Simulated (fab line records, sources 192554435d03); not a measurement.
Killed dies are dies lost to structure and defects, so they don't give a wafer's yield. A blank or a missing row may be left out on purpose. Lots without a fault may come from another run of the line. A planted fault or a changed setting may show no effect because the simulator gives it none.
Split-lot experiment | flow n5_finfet | 7 lots, 21 wafers read, on a route of 1938 steps

THE SPLIT
At N5_HKMG_FIN_EXPOSE_09 (exposes mask NWFM, target cd 98 nm), the setting dose_mj was moved away from the recipe's 39.25 on 6 of the 21 wafers read, by -3.6% to +4.7%. The other wafers ran this setting at the recipe's value.

FROM THE SPLIT TO THE READING: what the file shows between them, 2 steps
- N5_HKMG_FIN_PEB_10: peb time 60 s
- N5_HKMG_FIN_DEVELOP_11: develop time 30 s

THE READING
cd_nm, in nm, at N5_HKMG_FIN_CD_MEAS_12 (target cd 92.8 nm). Fault-free wafers of this fab line usually give 93.4 nm, standard deviation 0.78 nm.

wafer  | tool, chamber at the split | dose_mj as run | against the recipe | cd_nm, nm | against lot-mates on the recipe
L076.2 | arfi_scanner-03, 0         | 39.25          | recipe             | 92.5      | -
L076.3 | arfi_scanner-03, 0         | 40.32          | +2.7%              | 94.2      | +1.2
L076.6 | arfi_scanner-03, 0         | 39.25          | recipe             | 93.4      | -
L086.1 | arfi_scanner-01, 0         | 40.3           | +2.7%              | 96.6      | +2.2
L086.5 | arfi_scanner-01, 0         | 39.25          | recipe             | 95.1      | -
L086.6 | arfi_scanner-01, 0         | 39.25          | recipe             | 93.7      | -
L087.1 | arfi_scanner-02, 0         | 40.9           | +4.2%              | 94.9      | +2.4
L087.2 | arfi_scanner-02, 0         | 39.25          | recipe             | 92.0      | -
L087.4 | arfi_scanner-02, 0         | 39.25          | recipe             | 93.0      | -
L088.1 | arfi_scanner-02, 0         | 39.25          | recipe             | 92.3      | -
L088.5 | arfi_scanner-02, 0         | 39.25          | recipe             | 92.6      | -
L088.6 | arfi_scanner-02, 0         | 39.25          | recipe             | 92.6      | -
L089.1 | arfi_scanner-01, 0         | 39.25          | recipe             | 93.2      | -
L089.2 | arfi_scanner-01, 0         | 41.09          | +4.7%              | 97.7      | +4.5
L089.3 | arfi_scanner-01, 0         | 39.25          | recipe             | 93.1      | -
L094.1 | arfi_scanner-02, 0         | 39.25          | recipe             | 92.8      | -
L094.3 | arfi_scanner-02, 0         | 39.25          | recipe             | 93.3      | -
L094.6 | arfi_scanner-02, 0         | 39.25          | recipe             | 94.0      | -
L095.2 | arfi_scanner-03, 0         | 37.85          | -3.6%              | 90.8      | -2.7
L095.3 | arfi_scanner-03, 0         | 39.25          | recipe             | 93.5      | -
L095.4 | arfi_scanner-03, 0         | 37.85          | -3.6%              | 92.8      | -0.7

THE FIT
A straight line over all 21 wafers: cd_nm changes by +0.618 nm for each +1% of dose_mj; r = +0.79; the points scatter about the line by 0.98 nm.
The same after taking each lot's own level away (the mean of its wafers on the recipe; 21 wafers): +0.653 nm for each +1%; r = +0.90; scatter 0.65 nm.
On that fit, the largest move of dose_mj shifts the reading by 3.1 nm.
The lots' own levels span 92.50 to 94.40 nm, that is 2.4 times the standard deviation above.
So the lot-to-lot level blurs the effect unless lot-mates are compared.
Check: with one of the wafers moved furthest among these (+4.7%) left out of the fit, the line predicts +2.6 nm for it against its lot-mates. It came out at +4.55 nm against them.

OTHER SPLITS ON THESE WAFERS
These wafers also went through other splits before the reading. Each is held against what the fit with the lots' levels taken away leaves over:
other split on the same wafers | wafers away from the commonest value | r with cd_nm (lot level and that fit taken away)
N5_HKMG_FIN_COAT_42 spin_rpm   | 5                                    | -0.39
N5_HKMG_FIN_ETCH_54 source_w   | 10                                   | -0.01

THE WHOLE CHAIN: every reading that the file lists as answering this split, in the file's order
step                   | what it does             | reading                                                         | change (the file's fit)               | r (the file's)
N5_HKMG_FIN_CD_MEAS_12 | target cd 92.8 nm        | cd_nm                                                           | +0.694 nm for each +1% of the setting | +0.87
N5_HKMG_FIN_DESCUM_17  | chemistry O2, time 7.9 s | HKMG_FIN.cd_nm (the simulator's own value, which no gauge read) | +0.653 nm for each +1% of the setting | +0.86

THE FILE'S OWN FIT
cd_nm changes by +0.694 nm for each +1% of dose_mj, r = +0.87.
